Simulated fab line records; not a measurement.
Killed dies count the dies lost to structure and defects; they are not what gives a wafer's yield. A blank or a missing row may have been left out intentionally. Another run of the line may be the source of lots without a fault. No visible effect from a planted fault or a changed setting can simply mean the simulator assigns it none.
Matching of chambers ; flow nand harc ; 4 sister chambers for NHARC_THIN_TSV_CMP_01 on cmp-04
The step polishes. 8 wafers are shown with their chamber, then 11 later ones without.

== WAFERS WITH THEIR CHAMBER ==
wafer;chamber;motor current A (A)
L083.3;3;13.5
L084.2;0;12.1
L086.1;3;14.0
L086.5;2;13.0
L087.1;0;11.4
L087.5;1;13.2
L087.6;2;13.4
L088.1;1;13.4

== WAFERS MISSING THEIR CHAMBER ==
wafer;motor current A (A)
L088.5;13.3
L088.6;12.7
L092.1;13.1
L092.3;11.8
L092.4;13.1
L091.1;11.8
L091.2;13.1
L091.3;13.4
L097.2;13.2
L097.5;13.4
L097.6;12.6

== WHICH CHAMBER EACH WENT THROUGH ==
wafer;from the rows above;in truth
L088.5;can't be placed: 1 or 2 or 3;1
L088.6;can't be placed: 2 or 1 or 0 or 3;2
L092.1;can't be placed: 2 or 1 or 3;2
L092.3;0;0
L092.4;can't be placed: 2 or 1 or 3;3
L091.1;0;0
L091.2;can't be placed: 2 or 1 or 3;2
L091.3;can't be placed: 1 or 2 or 3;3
L097.2;can't be placed: 2 or 1 or 3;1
L097.5;can't be placed: 1 or 2 or 3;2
L097.6;can't be placed: 2 or 1 or 0 or 3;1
2 of 11 placed correctly. Unplaceable from these rows: 9, with the true chamber sitting among the candidates in 9. Number placed wrongly: 0.
How it was worked out, from the rows above alone: a wafer's distance from a chamber is the root of the sum, over the readings, of the square of ((its reading less the chamber's mean) divided by the reading's scatter). If the next closest chamber is less than 2 further off than the closest, the wafer can't be placed; otherwise it belongs to the closest. The mean given for a chamber averages the wafers shown for that chamber. The scatter is the square root of a quotient: the sum, over the shown wafers, of each reading's squared deviation from its chamber's mean, divided by wafers minus chambers.
